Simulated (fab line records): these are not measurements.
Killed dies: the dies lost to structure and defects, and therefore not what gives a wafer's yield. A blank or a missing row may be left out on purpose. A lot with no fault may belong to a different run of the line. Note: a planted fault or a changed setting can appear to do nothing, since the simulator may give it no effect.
Struck lot and sound lot, side by side + flow nand-harc + 17 steps out of a route of 1302
Sound: the wafers L479.1, L479.3, L479.5. Struck: wafers L493.2, L493.5. (L493.4 of the same lot was not struck and is left out.) The cause comes at the end.
At each step with rows: each side's tool, then ch and its chambers, then its first start. Under that, the readings that differ: sound wafers + struck wafers + difference of the means + sigmas: that difference in standard deviations of wafers without a fault.
alike: a reading whose means differ by less than 2 such deviations, as well as words and numbers matching on both sides. not compared: withheld readings; readings where some wafer has no value; bounds like >300 that might hide an equal value; numbers whose values overlap and for which the record gives no deviation.
The two part at a step that has a row with sigmas, a row that says differs or no value, or rows on one side only. Numbers that have no deviation but don't overlap get no sigmas and don't part them. A reading missing from all wafers of one side parts the sides only when that side holds two or more wafers.

NHARC_A_M1_INSPECT_11:
  sound on defect-inspect-02, day 23 16:09; struck on defect-inspect-02, day 29 05:58
  alike: raw-defect-count
then, 1 step without rows for these wafers: NHARC_A_M1_DESCUM_14 (chemistry O2, time 3 s).
NHARC_A_M1_ETCH_35: etches the open film in N2/H2, target depth 40 nm, overetch 12 nm, time 43.94 s.
  sound on rie-diel-05 ch 0,3, day 23 16:18; struck on rie-diel-06 ch 2,3, day 29 06:07
  alike: drypump-motor-current-A, n2-flow-sccm, oes-product-au, rf-vpp-V, showerhead-plenum-p-Torr, throttle-valve-pct
  not compared: rf-hours-counter-h
then, 1 step without rows for these wafers: NHARC_A_M1_ETCH_15 (etches the open film in C4F8/Ar, target depth 182.5 nm, time 91.2 s).
NHARC_A_M1_CD_MEAS_16:
  sound on cd-sem-01, day 23 16:31; struck on cd-sem-03, day 29 06:20
  alike: cd-nm
NHARC_A_M1_STRIP_18: strips in N2/H2.
  sound on rie-diel-06 ch 0,1, day 23 16:35; struck on rie-diel-05 ch 1,2, day 29 06:26
  alike: drypump-motor-current-A, n2-flow-sccm, oes-product-au, rf-vpp-V, showerhead-plenum-p-Torr, throttle-valve-pct
  not compared: rf-hours-counter-h
NHARC_A_M1_ETCH_28: etches the open film in CF4/N2, target depth 30 nm, time 72.99 s.
  sound on rie-diel-06 ch 1,2,3; struck on rie-diel-05 ch 0,2
  alike: drypump-motor-current-A, n2-flow-sccm, oes-product-au, rf-vpp-V, showerhead-plenum-p-Torr, throttle-valve-pct
  not compared: rf-hours-counter-h
then, 1 step without rows for these wafers: NHARC_A_M1_STRIP_19 (strips in post etch residue remover, time 600 s).
NHARC_A_M1_DEGAS_29: time 60 s.
  sound on pvd-sputter-01, day 23 17:14; struck on pvd-sputter-01, day 29 07:02
  alike: heater-power-w
NHARC_A_M1_PRE_CLEAN_30: time 30 s.
  sound on pvd-sputter-01; struck on pvd-sputter-01
  alike: heater-power-w
then, 2 steps without rows for these wafers: NHARC_A_M1_PVD_20 (deposits TaN, target thk 5 nm, time 8.06 s); NHARC_A_M1_PVD_21 (deposits Cu, target thk 30 nm, time 20.49 s).
NHARC_A_M1_ECD_22: material Cu, target thk 400 nm.
  sound on ecd-cu-02 ch 0,1, day 23 17:38; struck on ecd-cu-02 ch 0,1, day 29 07:25
then, 1 step without rows for these wafers: NHARC_A_M1_ANNEAL_31 (time 90 s).
NHARC_A_M1_CMP_23: polishes, t overpolish 20 s, target thk 154.34 nm.
  sound on cmp-04 ch 2,3, day 23 18:18; struck on cmp-01 ch 0,1, day 29 08:11
| reading                | sound          | struck    | difference | sigmas |
|------------------------|----------------|-----------|------------|--------|
| motor-current-A (A)    | 10.8 10.5 10.6 | 13.4 13.2 | +2.7       | +2     |
| time-to-endpoint-s (s) | 30.0 29.2 28.7 | 18.4 22.7 | -8.8       | -3     |
  alike: edge-zone-pressure-frac
NHARC_A_M1_THK_MEAS_24: measures by xrf.
  sound on film-metro-01, day 23 18:37; struck on film-metro-01, day 29 08:31
| reading     | sound             | struck      | difference | sigmas |
|-------------|-------------------|-------------|------------|--------|
| thk-nm (nm) | 152.8 155.3 152.4 | 154.7 158.1 | +2.9       | +2     |
NHARC_END_SORT_01:
  sound on prober-01 ch 0, day 25 01:36; struck on prober-01 ch 0, day 30 19:50
| reading                  | sound          | struck    | difference | sigmas |
|--------------------------|----------------|-----------|------------|--------|
| defect-limited-yield (%) | 89.2 90.1 91.7 | 94.8 95.1 | +4.6       | +2     |
| killed-at-array          | 65 65 53       | 25 27     | -35        | -2     |
| killed-at-other          | 1 0 0          | 3 2       | +2         | +2     |
| sort_bin_2_pct (%)       | 2.4 4.6 3.8    | 1.0 1.2   | -2.5       | -2     |
| sort-yield-pct (%)       | 89.2 90.1 91.7 | 94.8 95.1 | +4.6       | +2     |
  alike: killed-at-periphery, killed-dies, killed-open, killed-short, sort_bin_3_pct, sort_bin_4_pct, sort-n-pass, sort-rim-yield-pct

== WHERE THEY PART ==
Earliest at NHARC_A_M1_CMP_23; latest, in this record, at NHARC_END_SORT_01.

WHY: whatever the simulator had introduced
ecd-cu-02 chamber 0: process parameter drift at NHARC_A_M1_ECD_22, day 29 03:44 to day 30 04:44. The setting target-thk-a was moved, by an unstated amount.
